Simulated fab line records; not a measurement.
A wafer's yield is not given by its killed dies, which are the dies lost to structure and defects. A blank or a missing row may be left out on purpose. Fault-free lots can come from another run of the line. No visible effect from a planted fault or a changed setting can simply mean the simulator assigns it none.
Lot-split experiment ; flow n5_finfet ; on a route of 1938 steps: 7 lots, 39 wafers read

== ABOUT THE SPLIT ==
At N5_DUMMY_GATE_ETCH_42 (etches SiO2 in CHF3/O2, target depth 3.5 nm, time 31 s), the setting bias_w was moved away from the recipe's 12 W on 9 of the 39 wafers read, by -12.9% to +16.7%. All remaining wafers had this setting at the recipe value.

The reading comes from the split's own step.

== THE READING ==
rf_vpp_V, in V, at N5_DUMMY_GATE_ETCH_42 (etches SiO2 in CHF3/O2, target depth 3.5 nm, time 31 s). On this fab line, fault-free wafers typically give 42.4 V with a standard deviation of 0.79 V.

wafer;tool, chamber at the split;bias_w as run, W;against the recipe;rf_vpp_V, V;against lot-mates on the recipe
L083.1;rie_diel-03, 2;14;+16.7%;46.9;+5.1
L083.2;rie_diel-03, 1;12;recipe;42.7;-
L083.3;rie_diel-03, 0;12;recipe;41.7;-
L083.4;rie_diel-03, 3;14;+16.7%;47.5;+5.7
L083.5;rie_diel-03, 2;14;+16.7%;47.2;+5.4
L083.6;rie_diel-03, 3;12;recipe;41.1;-
L085.1;rie_diel-05, 1;12;recipe;40.9;-
L085.2;rie_diel-05, 3;12;recipe;41.4;-
L085.3;rie_diel-05, 3;12;recipe;42.2;-
L085.4;rie_diel-05, 1;12;recipe;42.5;-
L085.5;rie_diel-05, 1;12;recipe;43.4;-
L085.6;rie_diel-05, 3;12;recipe;43.4;-
L088.1;rie_diel-01, 2;10.45;-12.9%;39.3;-3.3
L088.2;rie_diel-01, 0;12;recipe;42.2;-
L088.3;rie_diel-01, 3;12;recipe;42.8;-
L088.4;rie_diel-01, 1;10.45;-12.9%;39.0;-3.6
L088.5;rie_diel-01, 3;10.45;-12.9%;38.2;-4.4
L088.6;rie_diel-01, 2;12;recipe;42.7;-
L089.1;rie_diel-03, 2;12;recipe;42.8;-
L089.2;rie_diel-03, 1;12;recipe;42.7;-
L089.3;rie_diel-03, 3;12;recipe;42.5;-
L089.4;rie_diel-03, 0;12;recipe;41.3;-
L089.5;rie_diel-03, 1;12;recipe;43.0;-
L089.6;rie_diel-03, 0;12;recipe;43.4;-
L090.1;rie_diel-05, 3;12;recipe;42.9;-
L090.2;rie_diel-05, 1;12;recipe;42.2;-
L090.6;rie_diel-05, 1;12;recipe;41.0;-
L092.1;rie_diel-03, 2;12;recipe;41.6;-
L092.2;rie_diel-03, 1;12;recipe;42.9;-
L092.3;rie_diel-03, 3;12;recipe;42.2;-
L092.4;rie_diel-03, 0;12;recipe;43.0;-
L092.5;rie_diel-03, 2;12;recipe;41.3;-
L092.6;rie_diel-03, 3;12;recipe;42.6;-
L096.1;rie_diel-05, 1;12;recipe;41.3;-
L096.2;rie_diel-05, 3;12;recipe;43.5;-
L096.3;rie_diel-05, 2;13.27;+10.6%;45.4;+3.0
L096.4;rie_diel-05, 0;13.27;+10.6%;45.1;+2.7
L096.5;rie_diel-05, 1;12;recipe;42.5;-
L096.6;rie_diel-05, 0;13.27;+10.6%;44.7;+2.3

THE FIT
A straight line over all 39 wafers: rf_vpp_V changes by +0.279 V for each +1% of bias_w; r = +0.93; the points scatter about the line by 0.72 V.
The same after taking each lot's own level away (the mean of its wafers on the recipe; 39 wafers): +0.297 V for each +1%; r = +0.94; scatter 0.71 V.
On that fit, the largest move of bias_w shifts the reading by 5 V.
Across the lots, their own levels run from 41.83 to 42.62 V, a range of 1.0 times the standard deviation given above.
So the lot-to-lot level changes the slope little: the two slopes agree.
Check: with one of the wafers moved furthest among these (+16.7%) left out of the fit, the line predicts +4.93 V for it against its lot-mates. Against them it came out at +5.07 V.
Tool readings at the split's step, against how far the setting was moved: rf_vpp_V r = +0.93.

== ADDITIONAL SPLITS CARRIED BY THESE WAFERS ==
Note: prior to the reading, these wafers also went through further splits. Each is held against what the fit with the lots' levels taken away leaves over:
other split on the same wafers;wafers away from the commonest value;r with rf_vpp_V (lot level and that fit taken away)
N5_PMOS_HMC_CHANNEL_EPI_FIN_RECESS_16 time_s;15;-0.02
N5_DUMMY_GATE_EXPOSE_12 dose_mj;12;-0.04
N5_DUMMY_GATE_ETCH_32 time_s;12;-0.09

== THE FILE'S OWN FIT ==
rf_vpp_V changes by +0.297 V for each +1% of bias_w, r = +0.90.
